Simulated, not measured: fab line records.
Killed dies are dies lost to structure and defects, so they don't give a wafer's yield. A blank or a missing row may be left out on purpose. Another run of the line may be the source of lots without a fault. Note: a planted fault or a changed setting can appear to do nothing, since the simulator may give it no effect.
Struck lot and sound lot, side by side || flow nand-harc || 43 out of 1302 route steps
Sound: the wafers L615.2, L615.3, L615.6. Wafers L632.1, L632.3, L632.4 were the ones struck. The cause is named last.
At each step with rows: each side's tool, then ch and its chambers, then its first start. Under that, the readings that differ: sound wafers || struck wafers || difference of the means || sigmas: that difference in standard deviations of wafers without a fault.
alike: readings with means less than 2 such deviations apart, plus words and numbers identical on both sides. not compared: withheld readings, readings lacking a value on some wafer, bounds such as >300 that could conceal the same value, and numbers that have no deviation in the record and whose values overlap.
The two part at a step that has a row with sigmas, a row that says differs or no value, or rows on one side only. Numbers that have no deviation but don't overlap get no sigmas and don't part them. Lack of a reading on every wafer of one side parts them only where that side has two or more wafers.

first, 3 steps without rows for these wafers: NHARC_A_CONTACT_EXPOSE_39 (exposes mask A CC 3); NHARC_A_CONTACT_PEB_40 (peb time 65 s); NHARC_A_CONTACT_DEVELOP_41 (develop time 35 s).
NHARC_A_CONTACT_CD_MEAS_42 targets a cd of 300 nm.
  sound on cd-sem-01 ch 0, day 22 20:55; struck on cd-sem-01 ch 0, day 29 21:38
  alike: cd-nm
NHARC_A_CONTACT_OVL_MEAS_43:
  sound on overlay-01, day 22 21:01; struck on overlay-02, day 29 21:43
  alike: overlay-x-nm, overlay-y-nm
NHARC_A_CONTACT_INSPECT_44:
  sound on defect-inspect-01, day 22 21:03; struck on defect-inspect-02, day 29 21:45
  alike: raw-defect-count
NHARC_A_CONTACT_DESCUM_47: chemistry O2, time 3 s.
  sound on rie-diel-05 ch 1,2,3, day 22 21:07; struck on rie-diel-02 ch 0,2,3, day 29 21:49
  alike: drypump-motor-current-A, oes-product-au, rf-vpp-V, showerhead-plenum-p-Torr, throttle-valve-pct
  not compared: rf-hours-counter-h
then, 2 steps without rows for these wafers: NHARC_A_CONTACT_ETCH_48 (etches the open film in CF4, target depth 39 nm, time 65 s); NHARC_A_CONTACT_ETCH_49 (etches the open film in N2/H2, target depth 260 nm, time 475.3 s).
NHARC_A_CONTACT_ETCH_50: etches the open film in CF4/CHF3, target depth 121 nm, time 60.5 s.
  sound on rie-diel-05 ch 0,1,3; struck on rie-diel-02 ch 0,2,3
  alike: drypump-motor-current-A, oes-product-au, rf-vpp-V, showerhead-plenum-p-Torr, throttle-valve-pct
  not compared: rf-hours-counter-h
then, 2 steps without rows for these wafers: NHARC_A_CONTACT_ETCH_51 (etches the open film in O2/COS, target depth 7000 nm, time 1820 s); NHARC_A_CONTACT_ETCH_111 (etches the open film in C4F8/O2/Ar, time 140 s, target depth 700 nm).
NHARC_A_CONTACT_ETCH_112: etches the open film in C4F8/O2/Ar, time 190 s, target depth 1850 nm.
  sound on har-cap-etch-02 ch 0,1, day 22 23:20; struck on har-cap-etch-02 ch 0,1, day 29 23:50
  not compared: rf-hours-counter-h
then, 2 steps without rows for these wafers: NHARC_A_CONTACT_ETCH_113 (etches the open film in C4F8/O2/Ar, time 190 s, target depth 1850 nm); NHARC_A_CONTACT_ETCH_114 (etches the open film in C4F8/O2/Ar, time 190 s, target depth 1850 nm).
NHARC_A_CONTACT_ETCH_115: etches the open film in C4F8/O2/Ar, time 190 s, target depth 1850 nm.
  sound on har-cap-etch-02 ch 0,1, day 22 23:51; struck on har-cap-etch-02 ch 0,1, day 30 00:22
  not compared: rf-hours-counter-h
then, 4 steps without rows for these wafers: NHARC_A_CONTACT_ETCH_116 (etches the open film in C4F8/O2/Ar, time 190 s, target depth 1850 nm); NHARC_A_CONTACT_ETCH_117 (etches the open film in C4F8/O2/Ar, time 190 s, target depth 1850 nm); NHARC_A_CONTACT_ETCH_118 (etches the open film in C4F8/O2/Ar, time 190 s, target depth 1850 nm); NHARC_A_CONTACT_ETCH_119 (etches the open film in C4F8/O2/Ar, time 190 s, target depth 1850 nm).
NHARC_A_CONTACT_ETCH_120: etches the open film in C4F8/O2/Ar, time 190 s, target depth 1850 nm.
  sound on har-cap-etch-02 ch 0,1, day 23 00:42; struck on har-cap-etch-02 ch 0,1, day 30 01:13
  not compared: rf-hours-counter-h
then, 5 steps without rows for these wafers: NHARC_A_CONTACT_ETCH_121 (etches the open film in C4F8/O2/Ar, time 190 s, target depth 1850 nm); NHARC_A_CONTACT_ETCH_122 (etches the open film in C4F8/O2/Ar, time 190 s, target depth 1850 nm); NHARC_A_CONTACT_ETCH_123 (etches the open film in C4F8/O2/Ar, time 490 s, target depth 2110 nm); NHARC_A_CONTACT_ETCH_90 (etches the open film in CH3F/O2, target depth 40 nm, time 85.7 s); NHARC_A_CONTACT_ETCH_96 (etches the open film in C4F6/O2, target depth 20 nm, time 10 s).
NHARC_A_CONTACT_CD_MEAS_53:
  sound on cd-sem-03, day 23 02:32; struck on cd-sem-03, day 30 03:12
  alike: cd-nm
then, 6 steps without rows for these wafers: NHARC_A_CONTACT_STRIP_99 (strips in N2/H2); NHARC_A_CONTACT_STRIP_100 (strips in CF4/CHF3); NHARC_A_CONTACT_STRIP_101 (strips in O2/COS); NHARC_A_CONTACT_ETCH_102 (etches the open film in CF4/O2, target depth 100 nm, overetch 10 nm, time 55 s); NHARC_A_CONTACT_STRIP_55 (strips in O2); NHARC_A_CONTACT_STRIP_56 (strips in post etch residue remover, time 600 s).
NHARC_A_CONTACT_DEP_57: deposits aC, target thk 5300 nm.
  sound on acl-dep-03 ch 0, day 23 04:10; struck on acl-dep-01 ch 0, day 30 05:02
  alike: throttle-valve-pct
then, 8 steps without rows for these wafers: NHARC_A_CONTACT_DEP_58 (deposits SiON, target thk 90 nm); NHARC_A_CONTACT_DEHYDRATE_59 (time 120 s); NHARC_A_CONTACT_HMDS_60 (time 30 s); NHARC_A_CONTACT_COAT_61 (time 75 s); NHARC_A_CONTACT_COAT_62 (time 65 s); NHARC_A_CONTACT_COAT_63 (resist thk 90 nm); NHARC_A_CONTACT_SOFTBAKE_64 (time 55 s); NHARC_A_CONTACT_EBR_65.
-- the record jumps here: 3 days lie between the struck wafers' starts before and after (it left off in module A_CONTACT and takes up again in module END, whose first step shown is number 1302 of the route) --
NHARC_END_SORT_01:
  sound on prober-01 ch 0, day 26 01:07; struck on prober-02 ch 0, day 33 04:12
{"reading": "killed-at-array", "sound": "80 67 81", "struck": "132 126 171", "difference": "+67", "sigmas": "+4"}
{"reading": "killed-at-periphery", "sound": "2 1 1", "struck": "8 5 6", "difference": "+5", "sigmas": "+2"}
{"reading": "killed-dies", "sound": "84 68 87", "struck": "140 132 177", "difference": "+70", "sigmas": "+4"}
  alike: killed-at-other, killed-open, killed-short

== WHERE THEY PART ==
At NHARC_END_SORT_01 and nowhere else, as far as this record goes.

WHY: what had been put in by the simulator
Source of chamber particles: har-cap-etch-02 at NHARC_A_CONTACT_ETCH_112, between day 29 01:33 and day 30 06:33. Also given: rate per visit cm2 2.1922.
